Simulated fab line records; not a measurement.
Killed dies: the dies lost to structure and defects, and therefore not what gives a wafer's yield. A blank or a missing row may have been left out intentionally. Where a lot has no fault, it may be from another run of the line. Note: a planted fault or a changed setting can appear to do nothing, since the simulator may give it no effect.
Chamber matching	flow nandHarc	4 sister chambers for NHARC_A_STAIRCASE_ETCH_253 on rieDiel-03
The step etches the open film in C4F8/O2, target depth 50 nm, time 20.2 s. 4 wafers are shown with their chamber, then 7 later ones without.

WAFERS WITH THEIR CHAMBER
wafer	chamber	rfVppV (V)
L080.4	3	900
L084.2	2	898
L083.1	0	905
L083.2	1	905

WAFERS WITH NO CHAMBER GIVEN
wafer	rfVppV (V)
L083.4	899
L085.2	904
L085.4	899
L085.5	905
L092.2	904
L092.5	903
L092.6	899

WHICH CHAMBER EACH WENT THROUGH
wafer	from the rows above	in truth
L083.4	can't be placed: 2 or 3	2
L085.2	can't be placed: 0 or 1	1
L085.4	can't be placed: 2 or 3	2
L085.5	can't be placed: 0 or 1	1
L092.2	can't be placed: 0 or 1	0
L092.5	can't be placed: 0 or 1 or 3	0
L092.6	can't be placed: 2 or 3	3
Correctly placed: 0 of 7. Unplaceable from these rows: 7, with the true chamber sitting among the candidates in 7. 0 placed wrongly.
How it was worked out, from the rows above alone: a wafer's distance from a chamber is the root of the sum, over the readings, of the square of ((its reading less the chamber's mean) divided by the reading's scatter). The wafer belongs to the nearest chamber; if the next one is less than 2 further off, it can't be placed. The mean given for a chamber averages the wafers shown for that chamber. The scatter: root of mean squared gap, hidden wafer to nearest shown wafer, with one shown wafer a chamber.
